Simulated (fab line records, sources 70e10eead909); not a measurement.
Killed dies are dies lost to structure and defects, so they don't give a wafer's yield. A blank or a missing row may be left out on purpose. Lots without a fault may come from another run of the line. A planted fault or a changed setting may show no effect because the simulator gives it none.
Tool commonality check | flow nand_harc | 1 lot, 2 wafers sampled

WHY IT WAS OPENED
At NHARC_END_SORT_01 the reading killed_dies is flagged on 1 of 1 lot. Wafers without a fault read 33, standard deviation 11.
Rule: a lot is flagged when every wafer of it that has a number lies more than 4 standard deviations from that mean, or none has a number. The other lots count as sound.

lot  | measured     | on        | killed_dies, wafer by wafer | flag
L433 | day 22 17:19 | prober-01 | 560 590                     | FLAGGED
The numbers of the flagged lots are 575 on average: +542 against the usual, or +49 standard deviations.

WHICH TOOL RAN EACH LOT
The record holds 4 process steps before the reading, out of a route of 1159 steps. In each cell: the tool, then ch and the chambers that the sampled wafers went through, then the start.
lot  | flag    | NHARC_A_STAIRCASE_TRIM_189                  | NHARC_A_STAIRCASE_ETCH_190                  | NHARC_A_STAIRCASE_TRIM_198                  | NHARC_A_STAIRCASE_ETCH_199
L433 | FLAGGED | rie_diel-05 ch 0,1, day 13 18:14 or earlier | rie_diel-05 ch 0,1, day 13 18:14 or earlier | rie_diel-02 ch 2,3, day 13 18:14 or earlier | rie_diel-02 ch 2,3, day 13 18:14
What these steps do:
- NHARC_A_STAIRCASE_TRIM_189: chemistry O2, time 211.2 s.
- NHARC_A_STAIRCASE_ETCH_190: etches the open film in C4F8/O2, target depth 100 nm, time 40.5 s.
- NHARC_A_STAIRCASE_TRIM_198: chemistry O2, time 211.2 s.
- NHARC_A_STAIRCASE_ETCH_199: etches the open film in C4F8/O2, target depth 100 nm, time 40.5 s.
- NHARC_END_SORT_01

FLAGGED OVER TOTAL, TOOL BY TOOL (the gauges that took the reading come last)
step                       | tool        | lots run | flagged | share of the flagged lots | sound lots run after its first flagged lot
NHARC_A_STAIRCASE_TRIM_189 | rie_diel-05 | 1        | 1       | all                       | 0
NHARC_A_STAIRCASE_ETCH_190 | rie_diel-05 | 1        | 1       | all                       | 0
NHARC_A_STAIRCASE_TRIM_198 | rie_diel-02 | 1        | 1       | all                       | 0
NHARC_A_STAIRCASE_ETCH_199 | rie_diel-02 | 1        | 1       | all                       | 0
NHARC_END_SORT_01          | prober-01   | 1        | 1       | all                       | 0
NHARC_A_STAIRCASE_TRIM_189 gives no start for some lots, so the hours and the order of its lots are those of NHARC_A_STAIRCASE_ETCH_199. NHARC_A_STAIRCASE_ETCH_190 gives no start for some lots, so the hours and the order of its lots are those of NHARC_A_STAIRCASE_ETCH_199. NHARC_A_STAIRCASE_TRIM_198 gives no start for some lots, so the hours and the order of its lots are those of NHARC_A_STAIRCASE_ETCH_199.

WHAT THE TABLE ALLOWS
5 rows of the table ran every flagged lot: rie_diel-05 at NHARC_A_STAIRCASE_TRIM_189, rie_diel-05 at NHARC_A_STAIRCASE_ETCH_190, rie_diel-02 at NHARC_A_STAIRCASE_TRIM_198, rie_diel-02 at NHARC_A_STAIRCASE_ETCH_199, prober-01 at NHARC_END_SORT_01.
- rie_diel-05 at NHARC_A_STAIRCASE_TRIM_189: 1 of its 1 lot flagged. It ran no sound lot before its first flagged lot in this sample, so the start can't be narrowed down.
- rie_diel-05 at NHARC_A_STAIRCASE_ETCH_190: 1 of its 1 lot flagged. It ran no sound lot before its first flagged lot in this sample, so the start can't be narrowed down.
- rie_diel-02 at NHARC_A_STAIRCASE_TRIM_198: 1 of its 1 lot flagged. It ran no sound lot before its first flagged lot in this sample, so the start can't be narrowed down.
- rie_diel-02 at NHARC_A_STAIRCASE_ETCH_199: 1 of its 1 lot flagged. It ran no sound lot before its first flagged lot in this sample, so the start can't be narrowed down. Its own readings lie more than 4 standard deviations out on every wafer of the flagged lots: oes_product_au.
- prober-01 at NHARC_END_SORT_01: 1 of its 1 lot flagged. It ran no sound lot before its first flagged lot in this sample, so the start can't be narrowed down.
Counting lots can't tell these 3 tools apart, because each fits a fault that began at some hour. More lots, or a look at what each step does to the wafer, might.

WHAT THE SIMULATOR HAD PUT IN
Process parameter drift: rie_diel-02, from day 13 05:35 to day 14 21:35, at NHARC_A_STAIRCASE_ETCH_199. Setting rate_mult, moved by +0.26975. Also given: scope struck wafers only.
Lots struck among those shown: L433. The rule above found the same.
